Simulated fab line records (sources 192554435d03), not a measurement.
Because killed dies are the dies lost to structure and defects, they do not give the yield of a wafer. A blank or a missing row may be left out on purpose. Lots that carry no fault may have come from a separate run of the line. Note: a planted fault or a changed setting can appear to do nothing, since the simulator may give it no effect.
Which tool was responsible?    flow n5-finfet    Sampling: 22 lots, 66 wafers, 5 of 1938 route steps

## WHAT THE GAUGES READ, wafer by wafer
N5_BEOL_M9_CD_MEAS_35: target cd 70 nm, target cd y 40 nm. Usual: 70.0 nm for cd-nm, sd 0.55.
lot   measured      on         cd-nm (nm)      flag
L075  day 11 09:45  cd-sem-01  70.7 70.3 70.1  
L077  day 11 12:58  cd-sem-01  69.2 71.0 70.1  
L078  day 12 04:45  cd-sem-01  71.2 70.9 70.3  
L076  day 12 04:43  cd-sem-02  68.7 68.6 68.5  
L079  day 12 10:19  cd-sem-03  71.0 69.7 70.0  
L080  day 12 12:25  cd-sem-02  70.0 69.5 69.8  
L081  day 12 21:52  cd-sem-02  70.1 70.0 70.4  
L082  day 13 07:55  cd-sem-02  70.6 70.7 70.3  
L083  day 13 10:19  cd-sem-02  70.7 70.1 70.3  
L086  day 13 18:25  cd-sem-03  70.0 69.8 69.9  
L085  day 14 05:05  cd-sem-02  70.2 70.2 70.3  
L087  day 14 06:59  cd-sem-03  69.3 69.3 68.8  
L088  day 14 13:23  cd-sem-01  70.8 70.4 70.9  
L089  day 14 16:09  cd-sem-01  69.6 69.4 69.3  
L090  day 15 02:14  cd-sem-02  69.7 69.3 70.2  
L091  day 15 10:57  cd-sem-02  69.3 70.1 69.4  
L092  day 15 11:43  cd-sem-02  69.1 70.1 70.0  
L093  day 15 16:42  cd-sem-03  70.8 70.3 69.6  
L094  day 15 17:27  cd-sem-01  70.3 71.0 71.2  
L095  day 16 08:20  cd-sem-03  69.6 70.6 70.5  
L096  day 16 19:49  cd-sem-02  70.2 69.6 69.8  
L097  day 17 03:46  cd-sem-03  70.4 69.9 70.2  

N5_BEOL_M10_CD_MEAS_28: target cd 70 nm. Usual: 70.0 nm for cd-nm, sd 0.73.
lot   measured      on         cd-nm (nm)      flag
L075  day 11 16:05  cd-sem-03  69.0 69.2 69.5  
L077  day 11 21:32  cd-sem-01  69.7 68.7 69.0  
L078  day 12 12:29  cd-sem-03  70.7 69.6 69.8  
L076  day 12 11:59  cd-sem-03  69.2 69.8 69.7  
L079  day 12 21:00  cd-sem-02  70.4 68.7 68.6  
L080  day 12 21:11  cd-sem-02  68.6 69.2 70.7  
L081  day 13 07:12  cd-sem-02  69.4 70.1 70.8  
L082  day 13 17:19  cd-sem-01  71.6 70.8 72.1  
L083  day 13 19:02  cd-sem-02  70.3 70.4 70.6  
L086  day 14 03:53  cd-sem-01  70.0 70.1 71.0  
L085  day 14 12:30  cd-sem-01  69.8 69.4 70.1  
L087  day 14 15:41  cd-sem-02  70.9 70.6 70.7  
L088  day 14 22:05  cd-sem-02  69.9 69.9 69.6  
L089  day 14 22:48  cd-sem-02  69.5 68.8 69.5  
L090  day 15 07:35  cd-sem-01  71.1 70.6 69.4  
L091  day 15 20:14  cd-sem-02  68.9 68.7 69.5  
L092  day 15 20:25  cd-sem-01  70.5 69.9 69.8  
L093  day 16 01:58  cd-sem-01  69.7 71.1 69.1  
L094  day 16 07:31  cd-sem-03  69.8 70.3 70.1  
L095  day 16 15:04  cd-sem-02  70.4 70.2 70.2  
L096  day 17 05:26  cd-sem-01  70.1 70.6 70.2  
L097  day 17 14:49  cd-sem-03  70.8 70.9 70.7  

## EACH LOT AND THE TOOL THAT RAN IT (in order: tool; ch and the chambers of the sampled wafers; start)
lot   N5_BEOL_M9_ETCH_61                  N5_BEOL_M9_ETCH_66                  N5_BEOL_M10_ETCH_62
L075  rie-diel-04 ch 0,2,3, day 11 05:10  rie-diel-04 ch 1,3, day 11 09:12    rie-diel-03 ch 1,3, day 11 14:59
L077  rie-diel-01 ch 1,3, day 11 10:43    rie-diel-06 ch 0,1,2, day 11 12:25  rie-diel-03 ch 1,2, day 11 18:48
L078  rie-diel-01 ch 0,1,2, day 12 02:31  rie-diel-06 ch 0,3, day 12 04:13    rie-diel-02 ch 2,3, day 12 11:41
L076  rie-diel-04 ch 0,1,2, day 12 02:38  rie-diel-01 ch 0,1,2, day 12 04:11  rie-diel-03 ch 0,1, day 12 11:07
L079  rie-diel-01 ch 0,1,2, day 12 04:34  rie-diel-01 ch 0,1,2, day 12 09:47  rie-diel-02 ch 0,2,3, day 12 16:50
L080  rie-diel-01 ch 0,3, day 12 10:40    rie-diel-01 ch 2,3, day 12 11:47    rie-diel-05 ch 0,3, day 12 18:22
L081  rie-diel-01 ch 0,1,2, day 12 16:51  rie-diel-01 ch 0,2,3, day 12 21:20  rie-diel-05 ch 2,3, day 13 04:26
L082  rie-diel-04 ch 0,1,2, day 13 05:21  rie-diel-01 ch 0,1,3, day 13 07:23  rie-diel-05 ch 0,1,3, day 13 14:00
L083  rie-diel-04 ch 1,2, day 13 08:17    rie-diel-04 ch 0,1, day 13 09:47    rie-diel-05 ch 0,3, day 13 18:07
L086  rie-diel-06 ch 0,1,2, day 13 14:33  rie-diel-04 ch 0,2,3, day 13 17:53  rie-diel-05 ch 1,2,3, day 14 00:31
L085  rie-diel-01 ch 1,3, day 14 02:02    rie-diel-01 ch 0,1,3, day 14 04:34  rie-diel-03 ch 1,2,3, day 14 11:50
L087  rie-diel-04 ch 0,2,3, day 14 05:08  rie-diel-01 ch 0,1,2, day 14 06:27  rie-diel-02 ch 0,1,2, day 14 12:16
L088  rie-diel-04 ch 1,2, day 14 11:39    rie-diel-01 ch 1,2, day 14 12:51    rie-diel-02 ch 1,3, day 14 21:16
L089  rie-diel-01 ch 1,2,3, day 14 12:05  rie-diel-06 ch 1,2,3, day 14 15:37  rie-diel-02 ch 0,1,2, day 14 21:52
L090  rie-diel-04 ch 0,2,3, day 14 23:47  rie-diel-01 ch 0,2,3, day 15 01:43  rie-diel-02 ch 0,1,2, day 15 06:55
L091  rie-diel-04 ch 0,1,2, day 15 09:02  rie-diel-06 ch 0,2, day 15 10:25    rie-diel-02 ch 0,2,3, day 15 15:59
L092  rie-diel-06 ch 0,1,2, day 15 09:25  rie-diel-06 ch 1,2, day 15 11:11    rie-diel-05 ch 1,3, day 15 17:13
L093  rie-diel-06 ch 0,2, day 15 15:15    rie-diel-06 ch 1,2, day 15 16:10    rie-diel-03 ch 0,2, day 15 23:14
L094  rie-diel-01 ch 0,1,2, day 15 15:40  rie-diel-06 ch 0,1,2, day 15 16:55  rie-diel-02 ch 0,1, day 16 03:32
L095  rie-diel-06 ch 0,3, day 16 03:33    rie-diel-04 ch 0,1,2, day 16 07:48  rie-diel-05 ch 0,2, day 16 13:36
L096  rie-diel-04 ch 0,1,2, day 16 16:30  rie-diel-06 ch 0,1,3, day 16 19:17  rie-diel-05 ch 0,2,3, day 17 02:37
L097  rie-diel-01 ch 0,1,2, day 17 02:17  rie-diel-04 ch 1,2,3, day 17 03:13  rie-diel-03 ch 0,2, day 17 10:25
- N5_BEOL_M9_ETCH_61: etches SiARC in CF4, target depth 39 nm, time 65 s.
- N5_BEOL_M9_ETCH_66: etches SOC in N2/H2, target depth 80 nm, overetch 16 nm, time 120 s.
- N5_BEOL_M10_ETCH_62: etches SOC in N2/H2, target depth 110 nm, overetch 22 nm, time 165 s.

## WHAT THE TOOLS THEMSELVES READ (means of the sampled wafers that have a number; where no wafer has one, the mark that the record gives instead)
N5_BEOL_M9_ETCH_61. Usual: drypump-motor-current-A 5.8 A, standard deviation 0.59; etch-rf-on-time-s 64.8 s, standard deviation 0.93; oes-product-au 0.68 a.u., standard deviation 0.055; rf-vpp-V 184.1 V, standard deviation 1.2; showerhead-plenum-p-Torr 2.15 Torr, standard deviation 0.065; throttle-valve-pct 15.59 %, standard deviation 0.18.
lot   tool         drypump-motor-current-A (A)  etch-rf-on-time-s (s)  oes-product-au (a.u.)  rf-vpp-V (V)  showerhead-plenum-p-Torr (Torr)  throttle-valve-pct (%)  flag
L075  rie-diel-04  5.8                          65.2                   0.72                   184.6         2.17                             15.52                   
L077  rie-diel-01  5.9                          63.6                   0.73                   183.4         2.13                             15.34                   
L078  rie-diel-01  5.7                          65.0                   0.66                   183.9         2.13                             15.57                   
L076  rie-diel-04  5.8                          64.2                   0.68                   184.8         2.18                             15.65                   
L079  rie-diel-01  5.7                          64.8                   0.67                   183.4         2.13                             15.57                   
L080  rie-diel-01  5.4                          64.2                   0.71                   183.4         2.14                             15.42                   
L081  rie-diel-01  5.7                          65.1                   0.66                   183.4         2.12                             15.59                   
L082  rie-diel-04  5.8                          64.6                   0.68                   184.8         2.18                             15.65                   
L083  rie-diel-04  6.1                          66.6                   0.62                   184.0         2.12                             15.80                   
L086  rie-diel-06  6.0                          64.7                   0.69                   184.1         2.16                             15.58                   
L085  rie-diel-01  5.9                          64.0                   0.70                   183.0         2.12                             15.38                   
L087  rie-diel-04  5.8                          65.3                   0.70                   184.6         2.16                             15.56                   
L088  rie-diel-04  6.0                          64.4                   0.62                   184.4         2.17                             15.80                   
L089  rie-diel-01  5.7                          65.2                   0.66                   182.9         2.10                             15.53                   
L090  rie-diel-04  5.8                          65.4                   0.69                   183.7         2.16                             15.57                   
L091  rie-diel-04  5.8                          64.5                   0.66                   184.2         2.18                             15.69                   
L092  rie-diel-06  5.9                          64.7                   0.68                   184.2         2.15                             15.61                   
L093  rie-diel-06  6.5                          64.2                   0.72                   185.3         2.17                             15.59                   
L094  rie-diel-01  5.7                          64.8                   0.65                   183.9         2.12                             15.63                   
L095  rie-diel-06  5.5                          64.2                   0.79                   184.5         2.24                             15.52                   
L096  rie-diel-04  5.8                          65.1                   0.66                   184.6         2.17                             15.70                   
L097  rie-diel-01  5.7                          65.0                   0.64                   183.0         2.11                             15.65                   

N5_BEOL_M9_ETCH_66. Usual: drypump-motor-current-A 5.7 A, standard deviation 0.66; oes-product-au 0.61 a.u., standard deviation 0.049; rf-vpp-V 523.7 V, standard deviation 2.2; showerhead-plenum-p-Torr 2.54 Torr, standard deviation 0.079; throttle-valve-pct 17.81 %, standard deviation 0.19.
lot   tool         drypump-motor-current-A (A)  oes-product-au (a.u.)  rf-vpp-V (V)  showerhead-plenum-p-Torr (Torr)  throttle-valve-pct (%)  flag
L075  rie-diel-04  5.9                          0.64                   524.9         2.60                             17.73                   
L077  rie-diel-06  5.9                          0.63                   524.7         2.56                             17.79                   
L078  rie-diel-06  5.9                          0.62                   523.7         2.53                             17.86                   
L076  rie-diel-01  5.7                          0.60                   523.8         2.52                             17.80                   
L079  rie-diel-01  5.7                          0.60                   522.8         2.52                             17.80                   
L080  rie-diel-01  5.2                          0.63                   522.4         2.46                             17.59                   
L081  rie-diel-01  5.2                          0.61                   522.4         2.49                             17.68                   
L082  rie-diel-01  5.9                          0.62                   523.8         2.54                             17.66                   
L083  rie-diel-04  5.6                          0.64                   527.0         2.68                             17.72                   
L086  rie-diel-04  5.8                          0.63                   523.9         2.57                             17.79                   
L085  rie-diel-01  5.9                          0.61                   523.5         2.53                             17.67                   
L087  rie-diel-01  5.7                          0.59                   521.9         2.51                             17.81                   
L088  rie-diel-01  6.2                          0.58                   522.7         2.51                             17.86                   
L089  rie-diel-06  5.5                          0.58                   522.8         2.49                             18.03                   
L090  rie-diel-01  5.3                          0.60                   521.6         2.48                             17.71                   
L091  rie-diel-06  6.5                          0.64                   524.9         2.58                             17.85                   
L092  rie-diel-06  5.5                          0.57                   523.8         2.53                             17.92                   
L093  rie-diel-06  5.5                          0.57                   522.9         2.53                             17.92                   
L094  rie-diel-06  6.0                          0.60                   524.4         2.55                             17.85                   
L095  rie-diel-04  5.8                          0.59                   525.1         2.58                             17.93                   
L096  rie-diel-06  5.4                          0.69                   524.6         2.59                             17.69                   
L097  rie-diel-04  6.0                          0.58                   523.3         2.54                             17.95                   

N5_BEOL_M10_ETCH_62. Usual: drypump-motor-current-A 5.9 A, standard deviation 0.49; oes-product-au 0.67 a.u., standard deviation 0.063; rf-vpp-V 525.3 V, standard deviation 2.2; showerhead-plenum-p-Torr 2.60 Torr, standard deviation 0.077; throttle-valve-pct 17.84 %, standard deviation 0.25.
lot   tool         drypump-motor-current-A (A)  oes-product-au (a.u.)  rf-vpp-V (V)  showerhead-plenum-p-Torr (Torr)  throttle-valve-pct (%)  flag
L075  rie-diel-03  6.5                          0.62                   525.8         2.59                             17.65                   
L077  rie-diel-03  6.1                          0.68                   527.3         2.68                             17.90                   
L078  rie-diel-02  6.0                          0.73                   528.2         2.69                             17.83                   
L076  rie-diel-03  6.5                          0.69                   525.5         2.60                             17.55                   
L079  rie-diel-02  6.0                          0.67                   526.9         2.66                             17.89                   
L080  rie-diel-05  6.2                          0.60                   525.7         2.62                             18.03                   
L081  rie-diel-05  6.2                          0.65                   525.5         2.60                             17.75                   
L082  rie-diel-05  5.7                          0.63                   523.4         2.57                             17.88                   
L083  rie-diel-05  6.2                          0.59                   525.7         2.62                             18.04                   
L086  rie-diel-05  5.7                          0.68                   523.9         2.55                             17.62                   
L085  rie-diel-03  6.2                          0.63                   525.5         2.61                             17.88                   
L087  rie-diel-02  5.8                          0.67                   525.4         2.60                             17.86                   
L088  rie-diel-02  5.3                          0.67                   523.6         2.53                             17.97                   
L089  rie-diel-02  5.8                          0.67                   524.1         2.59                             17.85                   
L090  rie-diel-02  5.8                          0.67                   525.2         2.59                             17.87                   
L091  rie-diel-02  6.0                          0.65                   526.2         2.65                             17.93                   
L092  rie-diel-05  5.4                          0.65                   523.7         2.50                             17.71                   
L093  rie-diel-03  6.0                          0.68                   526.4         2.64                             17.98                   
L094  rie-diel-02  5.4                          0.65                   522.6         2.51                             17.92                   
L095  rie-diel-05  5.8                          0.68                   525.4         2.61                             17.61                   
L096  rie-diel-05  6.0                          0.71                   525.6         2.61                             17.71                   
L097  rie-diel-03  6.2                          0.67                   525.8         2.60                             17.83                   

## THE ANSWER, worked out from the rows above alone
Rule: lot off if the mean of its wafers having a number is beyond 3 standard deviations from the usual mean. Also off: a lot with no number at a reading for which 4 or more lots have one. Where the step has rows for the other lots, those lots are counted as sound. First the gauges in route order, then the tools' own readings, where a lot's mean is used as printed above. At the first step where some lot is off, the reading lying furthest off is the one used; lots without a number count as furthest.
No lot is off on any of the readings shown, so nothing can be concluded from this.

## WHAT HAD BEEN PUT IN BY THE SIMULATOR
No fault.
